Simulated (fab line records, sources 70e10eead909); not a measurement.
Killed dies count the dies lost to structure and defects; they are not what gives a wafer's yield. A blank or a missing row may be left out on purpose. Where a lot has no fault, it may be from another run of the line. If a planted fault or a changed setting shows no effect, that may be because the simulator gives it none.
Comparing a struck lot with a sound one + flow nand-harc + 16 out of 1159 route steps
Sound: the wafers L342.1, L342.4, L342.5. Wafers L353.2, L353.4, L353.6 were the ones struck. At the end, the cause is stated.
For every step that has rows: the tool of each side, followed by ch and its chambers, followed by its first start. Under that, the readings that differ: sound wafers + struck wafers + difference of the means + sigmas: that difference in standard deviations of wafers without a fault.
alike: readings with means less than 2 such deviations apart, plus words and numbers identical on both sides. not compared: withheld readings, readings lacking a value on some wafer, bounds such as >300 that could conceal the same value, and numbers that have no deviation in the record and whose values overlap.
The two part at a step that has a row with sigmas, a row that says differs or no value, or rows on one side only. When numbers do not overlap yet have no deviation, they are printed without sigmas and do not part them. A reading that every wafer of one side lacks parts them only if that side has two wafers or more.

first, 6 steps without rows for these wafers: NHARC_A_CHANNEL_HOLE_D1_COAT_04 (resist thk 90 nm); NHARC_A_CHANNEL_HOLE_D1_SOFTBAKE_05 (time 55 s); NHARC_A_CHANNEL_HOLE_D1_EBR_06; NHARC_A_CHANNEL_HOLE_D1_EXPOSE_07 (exposes mask HOLE D1, target cd 100 nm); NHARC_A_CHANNEL_HOLE_D1_PEB_08 (peb time 65 s); NHARC_A_CHANNEL_HOLE_D1_DEVELOP_09 (develop time 35 s).
NHARC_A_CHANNEL_HOLE_D1_CD_MEAS_10: the cd target is 100 nm.
  sound on cd-sem-02 ch 0, day 8 17:45; struck on cd-sem-01 ch 0, day 11 07:11
  alike: cd-nm
NHARC_A_CHANNEL_HOLE_D1_OVL_MEAS_11:
  sound on overlay-01, day 8 17:50; struck on overlay-01, day 11 07:16
  alike: overlay-x-nm, overlay-y-nm
NHARC_A_CHANNEL_HOLE_D1_INSPECT_12:
  sound on defect-inspect-01, day 8 17:52; struck on defect-inspect-02, day 11 07:19
  alike: raw-defect-count
NHARC_A_CHANNEL_HOLE_D1_DESCUM_15: chemistry O2, time 3 s.
  sound on rie-diel-12 ch 0,2, day 8 17:56; struck on rie-diel-12 ch 1,2, day 11 07:22
| reading               | sound             | struck            | difference | sigmas |
|-----------------------|-------------------|-------------------|------------|--------|
| oes-product-au (a.u.) | 1.014 1.031 1.007 | 1.003 0.984 0.984 | -0.027     | -3     |
  alike: drypump-motor-current-A, rf-vpp-V, showerhead-plenum-p-Torr, throttle-valve-pct
  not compared: rf-hours-counter-h
NHARC_A_CHANNEL_HOLE_D1_ETCH_38: etches the open film in CF4, target depth 39 nm, time 65 s.
  sound on rie-diel-12 ch 0,2, day 8 18:02; struck on rie-diel-12 ch 1,3, day 11 07:27
  alike: bias-w, cf4-flow-sccm, drypump-motor-current-A, oes-product-au, rf-vpp-V, showerhead-plenum-p-Torr, throttle-valve-pct
  not compared: rf-hours-counter-h
NHARC_A_CHANNEL_HOLE_D1_ETCH_39: etches the open film in N2/H2, target depth 260 nm, time 325 s.
  sound on rie-diel-12 ch 0,3; struck on rie-diel-12 ch 1,2
| reading               | sound             | struck            | difference | sigmas |
|-----------------------|-------------------|-------------------|------------|--------|
| oes-product-au (a.u.) | 1.030 1.014 1.030 | 1.000 0.994 0.992 | -0.029     | -3     |
  alike: bias-w, drypump-motor-current-A, rf-vpp-V, showerhead-plenum-p-Torr, throttle-valve-pct
  not compared: rf-hours-counter-h
NHARC_A_CHANNEL_HOLE_D1_ETCH_34: etches the open film in CF4/CHF3, target depth 154 nm, time 77 s.
  sound on rie-diel-12 ch 1,3, day 8 18:22; struck on rie-diel-12 ch 0,1,3, day 11 07:48
| reading               | sound             | struck            | difference | sigmas |
|-----------------------|-------------------|-------------------|------------|--------|
| oes-product-au (a.u.) | 0.922 0.924 0.930 | 1.238 1.273 1.274 | +0.336     | +15    |
  alike: bias-w, cf4-flow-sccm, drypump-motor-current-A, rf-vpp-V, showerhead-plenum-p-Torr, throttle-valve-pct
  not compared: rf-hours-counter-h, model.A_CHANNEL_HOLE_D1.cd-nm
NHARC_A_CHANNEL_HOLE_D1_ETCH_16: etches the open film in O2/COS, target depth 3100 nm, time 806 s.
  sound on rie-diel-12 ch 0,2,3; struck on rie-diel-12 ch 0,1,3
  alike: bias-w, drypump-motor-current-A, oes-product-au, rf-vpp-V, showerhead-plenum-p-Torr, throttle-valve-pct
  not compared: rf-hours-counter-h, model.A_CHANNEL_HOLE_D1.cd-nm
NHARC_A_CHANNEL_HOLE_D1_CD_MEAS_18:
  sound on cd-sem-03, day 8 19:02; struck on cd-sem-01, day 11 08:28
  alike: cd-nm
after that, 1 step had no rows for these wafers: NHARC_END_SORT_01.

== WHERE THEY PART ==
At NHARC_A_CHANNEL_HOLE_D1_DESCUM_15 first; at NHARC_A_CHANNEL_HOLE_D1_ETCH_34 last (within this record only). Later steps at which nothing parts them and some readings are alike: NHARC_A_CHANNEL_HOLE_D1_ETCH_16, NHARC_A_CHANNEL_HOLE_D1_CD_MEAS_18.

WHY: whatever the simulator had introduced
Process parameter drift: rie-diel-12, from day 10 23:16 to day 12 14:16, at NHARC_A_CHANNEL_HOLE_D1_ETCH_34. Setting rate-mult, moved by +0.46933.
